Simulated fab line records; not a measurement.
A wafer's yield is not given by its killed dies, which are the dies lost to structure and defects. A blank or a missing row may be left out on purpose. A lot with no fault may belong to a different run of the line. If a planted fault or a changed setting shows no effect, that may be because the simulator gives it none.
fab line records    flow nand_harc
record lots=12  wafers=36  last_day=33
route steps=1302 shown A_M0@1152 A_M1@1176 END@1302
lots that met no fault: taken from a fault-free run of the same line
start_h: start of the lot's first displayed wafer, in hours after the record's first day    wait_h: hours from the lot's prior step to this one    " as in the row above    L1.1+2: several wafers, shown together as one row    - value missing, or start not given    * or withheld: withheld    < > ~ a bound
route shown NAME@n: NAME is a module with steps in the file, n the number in the route of the first one    usual: mean and standard deviation over wafers with no fault    same: alike in all rows    chamber/n: place in a boat    sites: the reading at each site    _std_site: the standard deviation of these    _edge_site: inner sites' mean taken away from outer sites' mean    radius_mm: for every site, how far away it sits from the centre of the wafer    mask NAME#n: copy n    behind: the tool/chamber that last shaped the wafer    hold: the reason the lot was held/the length of the hold in hours/how it ended    device: whichever transistor did not switch (one of n, p or np)    end of line: at the end of the route, the tests of the same wafers    for a step that has no rows: nothing shown but its recipe    killed: dies lost to structure and defects at the first sort, not the wafer's yield    map: the dies of a wafer, with x for killed, . for not killed, _ for no die there
set.NAME: the run value of the setting; set.NAME@STEP: its run value at that earlier step    model.NAME: the simulator's own value behind a step, which no gauge read
one table for each step of the route and one row for each wafer, over a sample of lots
services: from which hour (start_h, from the record's first day; less than 0 if before it) a tool's chamber was out of use, for how many hours, and why
## steps
# step NHARC_A_M0_ETCH_15
# recipe target_depth_a=1500  overetch_a=150  time_s=82.5  c4f8_flow_sccm=withheld  ar_flow_sccm=400  rf_w=600  bias_w=300  chemistry=C4F8/Ar
# usual oes_product_au=0.942/0.023  rf_vpp_V=441.3/2.3
lot.wafer  tool         chamber  start_h  wait_h  oes_product_au  rf_hours_counter_h  rf_vpp_V
L286.3     rie_diel-07  0        -        -       0.981           1.6                 441.6
L286.2     "            2        "        "       0.956           1.7                 442.7
L286.6     "            1        "        "       0.947           -                   444.9
L288.3     rie_diel-07  1        -        -       0.949           2.3                 441.8
L288.1     "            3        "        "       0.928           2.6                 439.8
L288.5     "            1        "        "       0.936           -                   444.8
L289.2     rie_diel-01  3        -        -       0.922           6.8                 442.8
L289.6     "            0        "        "       0.927           -                   439.5
L289.5     "            1        "        "       0.925           -                   435.1
L290.2     rie_diel-07  0        -        -       0.971           2.6                 439.6
L290.6     "            3        "        "       0.956           -                   441.2
L290.5     "            0        "        "       0.972           -                   442.3
L296.3     rie_diel-07  3        -        -       0.916           5.6                 441.0
L296.5     "            0        "        "       0.914           -                   440.8
L296.6     "            1        "        "       0.919           -                   443.3
L293.3     rie_diel-07  3        -        -       0.953           5.8                 440.5
L293.2     "            2        "        "       0.969           6.3                 442.3
L293.5     "            0        "        "       0.963           -                   442.9
L294.1     rie_diel-07  2        -        -       0.929           6.5                 443.3
L294.5     "            0        "        "       0.920           -                   440.7
L294.4     "            2        "        "       0.935           -                   442.4
L295.3     rie_diel-07  0        -        -       0.926           7.1                 441.5
L295.1     "            3        "        "       0.921           6.2                 440.4
L295.6     "            0        "        "       0.922           -                   440.3
L297.3     rie_diel-07  1        -        -       0.910           6.7                 444.2
L297.1     "            2        "        "       0.926           7.5                 443.2
L297.2     "            3        "        "       0.909           6.9                 439.9
L299.2     rie_diel-07  1        -        -       0.956           0.1                 444.6
L299.6     "            3        "        "       0.970           -                   440.2
L299.5     "            0        "        "       0.969           -                   439.2
L308.4     rie_diel-07  0        -        -       0.930           4.7                 440.7
L308.3     "            1        "        "       0.919           4.3                 444.1
L308.5     "            3        "        "       0.924           -                   439.2
L307.2     rie_diel-07  2        -        -       0.914           5.0                 443.0
L307.3     "            0        "        "       0.932           4.9                 441.3
L307.1     "            1        "        "       0.925           4.5                 442.6
# step NHARC_A_M0_PRE_CLEAN_29
# recipe time_s=30  temp_c=280  gas=H2/He
# usual heater_power_w=398/47
lot.wafer  tool            chamber  start_h  wait_h  heater_power_w
L286.2     pvd_sputter-01  -        -        -       463
L286.3     "               -        "        "       343
L286.6     "               -        "        "       464
L288.1     pvd_sputter-03  -        -        -       445
L288.3     "               -        "        "       428
L288.5     "               -        "        "       442
L289.2     pvd_sputter-02  -        -        -       386
L289.6     "               -        "        "       390
L289.5     "               -        "        "       437
L290.2     pvd_sputter-03  -        -        -       405
L290.6     "               -        "        "       398
L290.5     "               -        "        "       434
L296.3     pvd_sputter-03  -        -        -       411
L296.5     "               -        "        "       409
L296.6     "               -        "        "       429
L293.3     pvd_sputter-03  -        -        -       423
L293.2     "               -        "        "       436
L293.5     "               -        "        "       425
L294.1     pvd_sputter-01  -        -        -       352
L294.4     "               -        "        "       329
L294.5     "               -        "        "       366
L295.1     pvd_sputter-02  -        -        -       399
L295.3     "               -        "        "       392
L295.6     "               -        "        "       393
L297.3     pvd_sputter-01  -        -        -       347
L297.1     "               -        "        "       485
L297.2     "               -        "        "       337
L299.2     pvd_sputter-01  -        -        -       484
L299.5     "               -        "        "       371
L299.6     "               -        "        "       353
L308.4     pvd_sputter-01  -        -        -       347
L308.3     "               -        "        "       489
L308.5     "               -        "        "       350
L307.1     pvd_sputter-02  -        -        -       374
L307.3     "               -        "        "       449
L307.2     "               -        "        "       412
# step NHARC_A_M0_CMP_23
# recipe t_overpolish_s=20  target_thk_nm=113.75
# usual edge_zone_pressure_frac=0.999/0.0051  motor_current_A=12.2/1.6  time_to_endpoint_s=28.7/2.4
lot.wafer  tool    chamber  start_h  wait_h  edge_zone_pressure_frac  motor_current_A  time_to_endpoint_s
L286.3     cmp-03  3        534.58   -       1.002                    14.0             28.5
L286.2     "       1        "        "       0.999                    11.7             27.7
L286.6     "       2        "        "       1.006                    13.7             28.6
L288.3     cmp-02  1        558.10   -       1.001                    10.3             28.9
L288.1     "       2        "        "       1.006                    11.4             31.8
L288.5     "       3        "        "       0.998                    12.9             29.2
L289.2     cmp-03  2        559.50   -       1.002                    13.5             31.5
L289.6     "       0        "        "       0.996                    10.9             32.4
L289.5     "       1        "        "       0.996                    11.4             27.4
L290.2     cmp-04  3        564.29   -       0.994                    15.4             22.9
L290.5     "       3        "        "       0.996                    16.8             24.7
L290.6     "       0        "        "       1.007                    12.5             31.0
L296.3     cmp-04  0        609.57   -       0.990                    12.9             29.0
L296.6     "       0        "        "       1.000                    12.7             28.0
L296.5     "       1        "        "       1.007                    10.1             26.4
L293.2     cmp-04  0        617.61   -       0.994                    12.2             28.4
L293.3     "       1        "        "       0.988                    10.6             25.3
L293.5     "       2        "        "       1.004                    10.4             32.5
L294.4     cmp-02  0        619.52   -       0.994                    11.0             31.9
L294.1     "       2        "        "       0.990                    12.1             32.4
L294.5     "       3        "        "       0.994                    12.2             31.5
L295.3     cmp-03  2        624.04   -       1.006                    13.9             32.8
L295.1     "       3        "        "       0.993                    14.8             30.1
L295.6     "       0        "        "       1.004                    10.8             32.5
L297.3     cmp-03  3        646.03   -       1.001                    14.0             31.4
L297.1     "       1        "        "       0.993                    11.8             28.1
L297.2     "       2        "        "       0.997                    13.5             32.1
L299.2     cmp-03  1        661.33   -       1.004                    11.3             31.1
L299.5     "       1        "        "       1.000                    11.7             30.8
L299.6     "       2        "        "       0.995                    14.3             31.1
L308.3     cmp-02  2        741.07   -       1.003                    12.4             28.2
L308.4     "       0        "        "       1.004                    11.6             27.4
L308.5     "       3        "        "       1.003                    13.6             26.9
L307.1     cmp-02  2        749.80   -       0.999                    11.8             31.2
L307.3     "       3        "        "       1.000                    12.8             26.1
L307.2     "       1        "        "       1.002                    10.2             29.0
# step NHARC_A_M1_EXPOSE_06
# recipe na=1.35  target_cd_nm=120  dose_mj=75.13  mask_id=A_M1
# usual exposure_dose_mJ_cm2=75.13/0.073
lot.wafer  tool             chamber  start_h  wait_h  mask    exposure_dose_mJ_cm2
L286.2     arfi_scanner-03  0        536.30   -       A_M1#0  75.16
L286.3     "                0        "        "       A_M1#0  75.03
L286.6     "                0        "        "       A_M1#0  75.10
L288.1     arfi_scanner-01  0        559.96   -       A_M1#0  75.05
L288.3     "                0        "        "       A_M1#0  75.27
L288.5     "                0        "        "       A_M1#0  75.04
L289.2     arfi_scanner-02  0        561.33   -       A_M1#0  75.25
L289.5     "                0        "        "       A_M1#0  75.22
L289.6     "                0        "        "       A_M1#0  75.22
L290.2     arfi_scanner-01  0        565.99   -       A_M1#0  75.05
L290.5     "                0        "        "       A_M1#0  75.10
L290.6     "                0        "        "       A_M1#0  75.21
L296.3     arfi_scanner-03  0        611.31   -       A_M1#0  75.17
L296.5     "                0        "        "       A_M1#0  75.08
L296.6     "                0        "        "       A_M1#0  75.11
L293.2     arfi_scanner-02  0        619.28   -       A_M1#0  75.21
L293.3     "                0        "        "       A_M1#0  75.28
L293.5     "                0        "        "       A_M1#0  75.19
L294.1     arfi_scanner-02  0        621.09   -       A_M1#0  75.14
L294.4     "                0        "        "       A_M1#0  75.19
L294.5     "                0        "        "       A_M1#0  75.01
L295.1     arfi_scanner-03  0        625.73   -       A_M1#0  75.19
L295.3     "                0        "        "       A_M1#0  75.13
L295.6     "                0        "        "       A_M1#0  75.10
L297.1     arfi_scanner-03  0        647.74   -       A_M1#0  75.16
L297.2     "                0        "        "       A_M1#0  75.10
L297.3     "                0        "        "       A_M1#0  75.28
L299.2     arfi_scanner-01  0        663.09   -       A_M1#0  75.09
L299.5     "                0        "        "       A_M1#0  75.12
L299.6     "                0        "        "       A_M1#0  75.09
L308.3     arfi_scanner-01  0        742.81   -       A_M1#0  75.17
L308.4     "                0        "        "       A_M1#0  75.14
L308.5     "                0        "        "       A_M1#0  75.04
L307.1     arfi_scanner-03  0        751.53   -       A_M1#0  74.27
L307.2     "                0        "        "       A_M1#0  74.39
L307.3     "                0        "        "       A_M1#0  74.34
# step NHARC_END_SORT_01
# recipe temp_c=25
# usual defect_limited_yield=91.3/2.8  killed_at_array=54/18  killed_at_other=0.7/0.87  killed_at_periphery=3.7/2.5  killed_dies=59/19  killed_open=3.3/2  killed_short=2.6/1.6  sort_bin_2_pct=3.1/1.2  sort_bin_3_pct=0.6/0.35  sort_bin_4_pct=5.0/1.6  sort_n_pass=618/19  sort_rim_yield_pct=92/4.4  sort_yield_pct=91.3/2.8
# same gross_dies=677  sort_bin_5_pct[%]=0  sort_bin_6_pct[%]=0  sort_bin_7_pct[%]=0  sort_bin_8_pct[%]=0  sort_rim_n_gross=106.00
lot.wafer  tool       chamber  start_h  wait_h  defect_limited_yield[%]  killed_at_array  killed_at_other  killed_at_periphery  killed_dies  killed_open  killed_short  sort_bin_2_pct[%]  sort_bin_3_pct[%]  sort_bin_4_pct[%]  sort_n_pass  sort_rim_yield_pct[%]  sort_yield_pct[%]
L288.1     prober-02  0        621.85   2.5     92.0                     52               1                1                    54           2            2             2.2                0.7                5.0                623          91                     92.0
L288.3     prober-02  0        623.45   3.1     93.2                     44               0                2                    46           3            2             1.6                0.6                4.6                631          98                     93.2
L288.5     prober-02  0        625.06   3.7     93.8                     40               0                2                    42           1            2             1.9                0.6                3.7                635          94                     93.8
L290.2     prober-01  0        640.52   2.8     93.9                     38               0                3                    41           1            4             1.9                0.1                4.0                636          94                     93.9
L290.5     prober-01  0        642.93   3.7     92.8                     46               0                3                    49           5            1             2.7                0.9                3.7                628          94                     92.8
L290.6     prober-01  0        643.73   4.0     90.0                     64               1                3                    68           7            4             3.2                0.7                6.1                609          94                     90.0
L296.3     prober-01  0        649.19   3.1     94.7                     31               0                5                    36           2            3             1.3                0.3                3.7                641          94                     94.7
L296.5     prober-01  0        650.80   3.7     94.5                     34               0                3                    37           5            4             1.8                0.6                3.1                640          96                     94.5
L296.6     prober-01  0        651.60   4.0     95.6                     27               2                1                    30           3            1             1.2                0                  3.2                647          94                     95.6
L293.2     prober-02  0        658.39   2.8     91.6                     53               0                4                    57           3            1             2.7                0.6                5.2                620          97                     91.6
L293.3     prober-02  0        659.19   3.1     93.1                     44               0                3                    47           3            3             2.2                0.9                3.8                630          91                     93.1
L293.5     prober-02  0        660.79   3.7     91.4                     52               2                4                    58           5            4             3.7                0.6                4.3                619          96                     91.4
L297.1     prober-02  0        689.86   4.4     96.2                     23               1                2                    26           4            4             1.6                0                  2.2                651          96                     96.2
L297.2     prober-02  0        690.68   4.8     96.8                     20               0                2                    22           3            4             0.7                0.1                2.4                655          94                     96.8
L297.3     prober-02  0        691.50   5.1     96.5                     22               1                1                    24           3            1             0.6                0.3                2.7                653          94                     96.5
L299.2     prober-02  0        700.97   2.8     91.4                     53               1                4                    58           3            4             3.8                0.4                4.3                619          88                     91.4
L299.5     prober-02  0        703.38   3.7     90.8                     58               3                1                    62           1            4             3.2                0.7                5.2                615          90                     90.8
L299.6     prober-02  0        704.18   4.0     91.9                     51               3                1                    55           1            0             4.1                0.1                3.8                622          90                     91.9
L307.1     prober-02  0        789.12   2.5     91.9                     45               3                7                    55           3            1             2.2                0.6                5.3                622          97                     91.9
L307.2     prober-02  0        789.92   2.8     91.9                     52               1                2                    55           5            2             1.6                0.7                5.8                622          94                     91.9
L307.3     prober-02  0        790.72   3.1     90.4                     58               0                7                    65           4            1             2.1                0.4                7.1                612          93                     90.4
# killed by level:class
L288.1 A_SLIT:chamber_film_flake=25 A_CHANNEL_HOLE_D2:chamber_film_flake=15 A_DECK1_JOINT:chamber_film_flake=2 A_WL_FILL:chamber_film_flake=2 A_CONTACT:chamber_film_flake=2 A_ONON_D1:geometric_particle:short=1 A_CHANNEL_FILL_D1:geometric_particle:open=1 A_ONON_D2:geometric_particle:short=1
L288.3 A_SLIT:chamber_film_flake=24 A_CHANNEL_HOLE_D2:chamber_film_flake=7 A_CONTACT:chamber_film_flake=5 A_CHANNEL_HOLE_D1:chamber_film_flake=2 A_CHANNEL_FILL_D1:chamber_film_flake=2 P_M0:geometric_particle:short=1 P_M0:geometric_particle:open=1 A_ONON_D1:geometric_particle:open=1
L288.5 A_SLIT:chamber_film_flake=23 A_CHANNEL_HOLE_D2:chamber_film_flake=8 A_CHANNEL_HOLE_D1:chamber_film_flake=2 A_CHANNEL_FILL_D1:chamber_film_flake=2 A_CONTACT:chamber_film_flake=2 P_M0:geometric_particle:short=1 A_CHANNEL_HOLE_D1:geometric_particle:short=1 A_CHANNEL_FILL_D1:geometric_particle:open=1
L290.2 A_SLIT:chamber_film_flake=13 A_CHANNEL_HOLE_D2:chamber_film_flake=8 A_CHANNEL_HOLE_D1:chamber_film_flake=5 A_CONTACT:chamber_film_flake=5 A_STAIRCASE:chamber_film_flake=4 P_STI:geometric_particle:short=1 P_CONTACT:geometric_particle:open=1 P_M1:geometric_particle:short=1
L290.5 A_SLIT:chamber_film_flake=18 A_CHANNEL_HOLE_D2:chamber_film_flake=12 A_CONTACT:chamber_film_flake=8 A_ZERO_WELL:chamber_film_flake=3 A_CHANNEL_HOLE_D1:chamber_film_flake=2 P_CONTACT:geometric_particle:short=1 P_CONTACT:geometric_particle:open=1 P_BONDPAD:geometric_particle:open=1
L290.6 A_SLIT:chamber_film_flake=31 A_CONTACT:chamber_film_flake=9 A_STAIRCASE:chamber_film_flake=8 A_CHANNEL_HOLE_D2:chamber_film_flake=5 A_CHANNEL_FILL_D1:geometric_particle:open=2 A_ZERO_WELL:chamber_film_flake=2 P_M0:geometric_particle:open=1 P_M1:geometric_particle:short=1
L296.3 A_CHANNEL_HOLE_D2:chamber_film_flake=11 A_CONTACT:chamber_film_flake=10 P_ZERO_WELL:chamber_film_flake=3 A_CHANNEL_HOLE_D1:chamber_film_flake=2 A_SLIT:chamber_film_flake=2 P_GATE:geometric_particle:short=1 A_ONON_D2:geometric_particle:short=1 A_WL_FILL:geometric_particle:short=1
L296.5 A_CHANNEL_HOLE_D2:chamber_film_flake=13 A_CHANNEL_HOLE_D1:chamber_film_flake=4 A_WL_FILL:chamber_film_flake=3 A_ONON_D1:geometric_particle:short=2 A_BLC:geometric_particle:open=2 A_SLIT:chamber_film_flake=2 P_GATE:geometric_particle:short=1 P_GATE:geometric_particle:open=1
L296.6 A_CHANNEL_HOLE_D2:chamber_film_flake=15 A_CHANNEL_HOLE_D1:chamber_film_flake=3 A_CONTACT:chamber_film_flake=3 A_CONTACT:geometric_particle:open=2 A_ONON_D1:geometric_particle:short=1 A_CHANNEL_FILL_D2:geometric_particle:open=1 P_GATE:chamber_film_flake=1 A_CHANNEL_FILL_D2:chamber_film_flake=1
L293.2 A_CHANNEL_HOLE_D1:chamber_film_flake=36 A_CHANNEL_HOLE_D2:chamber_film_flake=8 P_BONDPAD:chamber_film_flake=2 A_CONTACT:chamber_film_flake=2 P_GATE:geometric_particle:open=1 A_CHANNEL_HOLE_D2:geometric_particle:short=1 A_CHANNEL_FILL_D2:geometric_particle:open=1 A_BLC:geometric_particle:open=1
L293.3 A_CHANNEL_HOLE_D1:chamber_film_flake=21 A_CHANNEL_HOLE_D2:chamber_film_flake=9 A_CONTACT:chamber_film_flake=5 P_BONDPAD:chamber_film_flake=3 A_CHANNEL_HOLE_D1:geometric_particle:short=1 A_CHANNEL_FILL_D1:geometric_particle:open=1 A_DECK1_JOINT:geometric_particle:short=1 A_CHANNEL_FILL_D2:geometric_particle:short=1
L293.5 A_CHANNEL_HOLE_D1:chamber_film_flake=25 A_CHANNEL_HOLE_D2:chamber_film_flake=11 A_CONTACT:chamber_film_flake=5 A_CHANNEL_FILL_D1:geometric_particle:open=2 P_BONDPAD:chamber_film_flake=2 A_STAIRCASE:chamber_film_flake=2 THIN_TSV:chamber_film_flake=2 P_M0:geometric_particle:open=1
L297.1 A_CHANNEL_HOLE_D1:chamber_film_flake=5 A_SLIT:chamber_film_flake=4 A_CONTACT:chamber_film_flake=4 A_CHANNEL_FILL_D1:geometric_particle:short=2 A_DECK1_JOINT:chamber_film_flake=2 P_CONTACT:geometric_particle:open=1 A_SOURCE_PLATE:geometric_particle:open=1 A_ONON_D1:geometric_particle:short=1
L297.2 A_CHANNEL_HOLE_D1:chamber_film_flake=3 A_CONTACT:chamber_film_flake=3 A_ONON_D2:geometric_particle:open=2 A_CHANNEL_FILL_D2:geometric_particle:short=2 A_DECK1_JOINT:chamber_film_flake=2 A_CHANNEL_FILL_D2:chamber_film_flake=2 A_SLIT:chamber_film_flake=2 P_GATE:geometric_particle:short=1
L297.3 A_CHANNEL_HOLE_D1:chamber_film_flake=6 A_CONTACT:chamber_film_flake=5 A_SLIT:chamber_film_flake=3 A_CHANNEL_FILL_D2:chamber_film_flake=2 A_DECK1_JOINT:geometric_particle:open=1 A_ONON_D2:geometric_particle:open=1 A_SGD_CUT:geometric_particle:short=1 A_CONTACT:geometric_particle:open=1
L299.2 A_SLIT:chamber_film_flake=25 A_CONTACT:chamber_film_flake=9 A_CHANNEL_HOLE_D1:chamber_film_flake=8 P_GATE:geometric_particle:open=1 A_ONON_D1:geometric_particle:short=1 A_CHANNEL_FILL_D1:geometric_particle:short=1 A_ONON_D2:geometric_particle:open=1 A_WL_FILL:geometric_particle:short=1
L299.5 A_SLIT:chamber_film_flake=29 A_CHANNEL_HOLE_D1:chamber_film_flake=12 A_CONTACT:chamber_film_flake=6 A_ONON_D2:geometric_particle:short=2 A_CHANNEL_FILL_D1:chamber_film_flake=2 A_M0:chamber_film_flake=2 HYBRID_BOND:chamber_film_flake=2 A_CHANNEL_FILL_D2:geometric_particle:open=1
L299.6 A_SLIT:chamber_film_flake=28 A_CONTACT:chamber_film_flake=8 A_CHANNEL_HOLE_D1:chamber_film_flake=7 A_STAIRCASE:chamber_film_flake=3 HYBRID_BOND:chamber_film_flake=2 A_CONTACT:geometric_particle:open=1 P_GATE:chamber_film_flake=1 A_DECK1_JOINT:chamber_film_flake=1
L307.1 A_CHANNEL_HOLE_D1:chamber_film_flake=12 A_SLIT:chamber_film_flake=9 A_CONTACT:chamber_film_flake=9 A_STAIRCASE:chamber_film_flake=4 P_ZERO_WELL:chamber_film_flake=3 A_WL_FILL:chamber_film_flake=3 A_CHANNEL_FILL_D1:chamber_film_flake=2 A_CHANNEL_HOLE_D2:chamber_film_flake=2
L307.2 A_CHANNEL_HOLE_D1:chamber_film_flake=17 A_CONTACT:chamber_film_flake=9 A_STAIRCASE:chamber_film_flake=6 A_SLIT:chamber_film_flake=6 A_WL_FILL:chamber_film_flake=4 A_ONON_D2:geometric_particle:open=3 A_CHANNEL_FILL_D2:geometric_particle:short=2 A_SGD_CUT:chamber_film_flake=2
L307.3 A_CHANNEL_HOLE_D1:chamber_film_flake=16 A_SLIT:chamber_film_flake=10 A_CONTACT:chamber_film_flake=6 P_BONDPAD:chamber_film_flake=5 A_CHANNEL_FILL_D1:chamber_film_flake=5 A_WL_FILL:chamber_film_flake=5 A_SGD_CUT:chamber_film_flake=4 A_CHANNEL_HOLE_D2:chamber_film_flake=3
## services
tool             chamber  start_h  hours  kind
pvd_sputter-03   -        526.04   10.0   pm
cmp-02           -        526.50   4.0    pm
cmp-03           -        535.72   2.7    repair
cmp-02           -        538.99   0.4    repair
arfi_scanner-03  -        540.00   4.0    pm
pvd_sputter-03   -        542.41   1.2    repair
arfi_scanner-03  -        551.85   7.0    repair
cmp-03           -        554.16   4.0    pm
cmp-03           -        579.36   4.1    repair
pvd_sputter-01   -        582.00   10.0   pm
rie_diel-07      3        588.84   4.2    repair
pvd_sputter-01   -        592.06   4.8    repair
arfi_scanner-01  -        596.60   4.0    pm
rie_diel-07      1        610.61   13.4   repair
pvd_sputter-03   -        611.34   3.4    repair
arfi_scanner-03  -        617.01   5.9    repair
cmp-02           -        624.50   4.0    pm
rie_diel-07      3        630.05   4.0    repair
cmp-03           -        647.12   0.5    repair
rie_diel-07      -        648.20   9.0    pm
cmp-03           -        652.16   4.0    pm
rie_diel-07      -        688.35   1.0    repair
arfi_scanner-03  -        712.00   4.0    pm
cmp-03           -        750.29   4.0    pm
## key
first_sign step=NHARC_A_M1_EXPOSE_06  reading=exposure_dose_mJ_cm2  direction=down  sigmas=11  usual=75.13  struck=74.33
effect none on later readings
met_at NHARC_A_M1_EXPOSE_06
struck_lots L307
loop_trim step=NHARC_A_M1_EXPOSE_06  setting=dose  lots=L307
not_acting_at NHARC_A_M0_ETCH_15,NHARC_A_M0_PRE_CLEAN_29,NHARC_A_M0_CMP_23
onset_between 647.74 751.53
fault kind=process_parameter_drift  tool=arfi_scanner-03  chamber=-  onset_h=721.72  steps=NHARC_A_M1_EXPOSE_06  channel=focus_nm  offset=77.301  spread_by_wafer=0.3  shape=step  end_h=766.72
# loop_trim: a control loop set the setting to another value than it would have without faults
